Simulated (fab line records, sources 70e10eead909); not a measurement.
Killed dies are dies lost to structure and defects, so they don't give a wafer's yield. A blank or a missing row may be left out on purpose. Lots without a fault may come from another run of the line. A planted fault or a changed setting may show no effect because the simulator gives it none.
Chamber matching | flow nand_harc | NHARC_P_M2_DEP_33 on pecvd-01: 3 sister chambers
The step deposits SiCN, target thk 30 nm. 3 wafers are shown with their chamber, then 7 later ones without.

WAFERS WITH THEIR CHAMBER
wafer  | chamber | showerhead_vpp_V (V)
L084.4 | 1       | 1315
L085.2 | 0       | 1243
L085.5 | 2       | 1361

WAFERS WITHOUT THEIR CHAMBER
wafer  | showerhead_vpp_V (V)
L085.6 | 1335
L086.1 | 1311
L086.2 | 1249
L086.4 | 1303
L096.2 | 1244
L096.5 | 1334
L096.6 | 1353

WHICH CHAMBER EACH WENT THROUGH
wafer  | from the rows above     | in truth
L085.6 | can't be placed: 1 or 2 | 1
L086.1 | 1                       | 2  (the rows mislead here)
L086.2 | 0                       | 0
L086.4 | 1                       | 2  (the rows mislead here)
L096.2 | 0                       | 0
L096.5 | can't be placed: 1 or 2 | 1
L096.6 | 2                       | 2
Placed correctly: 3 of 7. Can't be placed from these rows: 2 (the true chamber is among the candidates in 2). Placed wrongly: 2.
How it was worked out, from the rows above alone: a wafer's distance from a chamber is the root of the sum, over the readings, of the square of ((its reading less the chamber's mean) divided by the reading's scatter). The wafer belongs to the nearest chamber; if the next one is less than 2 further off, it can't be placed. A chamber's mean is the mean of its shown wafers. The scatter: with one shown wafer a chamber, the root of the mean of the squares of how far each hidden wafer lies from its nearest shown one.
